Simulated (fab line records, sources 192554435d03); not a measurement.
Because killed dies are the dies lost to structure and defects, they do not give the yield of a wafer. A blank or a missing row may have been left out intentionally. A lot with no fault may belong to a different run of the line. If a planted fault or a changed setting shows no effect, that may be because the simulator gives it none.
What tool caused it? || flow n5 finfet || Sampling: 8 lots, 24 wafers, 5 of 1938 route steps

WHAT THE GAUGES READ, wafer by wafer
N5_BEOL_M4_RC_MEAS_101.
{"lot": "L144", "measured": "day 10 11:23", "on": "prober-01", "SS_N (mV/dec)": "71.2 71.0 71.5"}
{"lot": "L146", "measured": "day 10 10:26", "on": "prober-02", "SS_N (mV/dec)": "71.7 70.6 71.9"}
{"lot": "L150", "measured": "day 11 12:28", "on": "prober-01", "SS_N (mV/dec)": "71.3 71.8 71.9"}
{"lot": "L159", "measured": "day 13 21:56", "on": "prober-02", "SS_N (mV/dec)": "77.5 84.7 91.1"}
{"lot": "L160", "measured": "day 13 20:44", "on": "prober-01", "SS_N (mV/dec)": "78.8 97.6 85.7"}
{"lot": "L161", "measured": "day 14 11:29", "on": "prober-02", "SS_N (mV/dec)": "71.3 71.4 71.3"}
{"lot": "L164", "measured": "day 15 14:51", "on": "prober-02", "SS_N (mV/dec)": "71.4 70.7 70.9"}
{"lot": "L166", "measured": "day 16 21:25", "on": "prober-01", "SS_N (mV/dec)": "71.9 72.6 72.4"}

EACH LOT AND THE TOOL THAT RAN IT (in order: tool; ch and the chambers of the sampled wafers; start)
{"lot": "L144", "N5_WELL_APT_EPI_41": "epi rpcvd-04 ch 0, day 1 22:14", "N5_PMOS_HMC_CHANNEL_EPI_ETCH_32": "rie diel-01 ch 0,1, day 1 23:26", "N5_PMOS_HMC_CHANNEL_EPI_ETCH_38": "rie si-05 ch 0,2,3, day 1 23:50", "N5_FIN_SAQP_ALD_61": "ald sin-03 ch 1,2, day 2 04:20"}
{"lot": "L146", "N5_WELL_APT_EPI_41": "epi rpcvd-03 ch 0, day 2 10:18", "N5_PMOS_HMC_CHANNEL_EPI_ETCH_32": "rie diel-04 ch 1,2, day 2 11:11", "N5_PMOS_HMC_CHANNEL_EPI_ETCH_38": "rie si-03 ch 1,2, day 2 11:35", "N5_FIN_SAQP_ALD_61": "ald sin-03 ch 0,1, day 2 17:04"}
{"lot": "L150", "N5_WELL_APT_EPI_41": "epi rpcvd-04 ch 0, day 3 10:58", "N5_PMOS_HMC_CHANNEL_EPI_ETCH_32": "rie diel-04 ch 0,1, day 3 11:56", "N5_PMOS_HMC_CHANNEL_EPI_ETCH_38": "rie si-04 ch 1,2,3, day 3 12:20", "N5_FIN_SAQP_ALD_61": "ald sin-03 ch 0,1,2, day 3 15:25"}
{"lot": "L159", "N5_WELL_APT_EPI_41": "epi rpcvd-04 ch 0, day 5 16:07", "N5_PMOS_HMC_CHANNEL_EPI_ETCH_32": "rie diel-04 ch 0,1,3, day 5 17:11", "N5_PMOS_HMC_CHANNEL_EPI_ETCH_38": "rie si-04 ch 0,1, day 5 17:36", "N5_FIN_SAQP_ALD_61": "ald sin-02 ch 1,3, day 5 20:26"}
{"lot": "L160", "N5_WELL_APT_EPI_41": "epi rpcvd-04 ch 0, day 5 22:40", "N5_PMOS_HMC_CHANNEL_EPI_ETCH_32": "rie diel-05 ch 0,1,3, day 6 00:00", "N5_PMOS_HMC_CHANNEL_EPI_ETCH_38": "rie si-05 ch 0,1,3, day 6 00:25", "N5_FIN_SAQP_ALD_61": "ald sin-01 ch 0,2,3, day 6 03:22"}
{"lot": "L161", "N5_WELL_APT_EPI_41": "epi rpcvd-01 ch 0, day 6 04:15", "N5_PMOS_HMC_CHANNEL_EPI_ETCH_32": "rie diel-05 ch 0,1, day 6 05:56", "N5_PMOS_HMC_CHANNEL_EPI_ETCH_38": "rie si-05 ch 1,2,3, day 6 06:22", "N5_FIN_SAQP_ALD_61": "ald sin-01 ch 1,2, day 6 09:20"}
{"lot": "L164", "N5_WELL_APT_EPI_41": "epi rpcvd-01 ch 0, day 6 22:40", "N5_PMOS_HMC_CHANNEL_EPI_ETCH_32": "rie diel-05 ch 1,2,3, day 6 23:52", "N5_PMOS_HMC_CHANNEL_EPI_ETCH_38": "rie si-04 ch 0,1,2, day 7 00:16", "N5_FIN_SAQP_ALD_61": "ald sin-01 ch 0,1,2, day 7 02:42"}
{"lot": "L166", "N5_WELL_APT_EPI_41": "epi rpcvd-01 ch 0, day 7 10:36", "N5_PMOS_HMC_CHANNEL_EPI_ETCH_32": "rie diel-05 ch 0,2,3, day 7 11:36", "N5_PMOS_HMC_CHANNEL_EPI_ETCH_38": "rie si-04 ch 0,1, day 7 12:00", "N5_FIN_SAQP_ALD_61": "ald sin-02 ch 0,2,3, day 7 14:37"}
- N5_WELL_APT_EPI_41: deposits Si from SiH4/H2, target thk 50 nm, time 297.7 s.
- N5_PMOS_HMC_CHANNEL_EPI_ETCH_32: etches BARC in N2/H2, stops on SiO2, target depth 85.8 nm, time 50.3 s.
- N5_PMOS_HMC_CHANNEL_EPI_ETCH_38: etches SiO2 in CF4, target depth 1.5 nm.
- N5_FIN_SAQP_ALD_61: deposits SiO2, target thk 4 nm, pulse time 1 s, purge time 2 s.

THE ANSWER, worked out from the rows above alone
Rule: what is usual is taken from the lots themselves. The widest of any qualifying gaps counts: lots, ordered by their means at a reading, are off when they make up no more than a third of the lots, leave a main group of 4 or more, and stand apart from it by 3 or more times the standard deviation of that group's means. If all means in a main group match to the digits the tables above print for the reading, that group is not used. Also off: a lot with no number at a reading for which 4 or more lots have one. Any other lot the step has rows for is counted as sound.
Off: L159, L160, at N5_BEOL_M4_RC_MEAS_101 (SS_N). The main group: mean 71.5 mV/dec, standard deviation 0.41.
If a tool, at a process step before that reading, ran all the lots that are off and no sound lot after the first of them, it fits. The gauges at N5_BEOL_M4_RC_MEAS_101 are tried like those tools. One fits: N5_WELL_APT_EPI_41 on epi rpcvd-04. A fault onset in the window from L150 (day 3 10:58, its last sound lot) to L159 (day 5 16:07, its first lot off) fits.

WHAT WAS PUT IN BY THE SIMULATOR
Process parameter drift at N5_WELL_APT_EPI_41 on epi rpcvd-04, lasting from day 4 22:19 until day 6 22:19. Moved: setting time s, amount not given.
Lots struck among those shown: L160, L159. The rule given above showed the same thing.
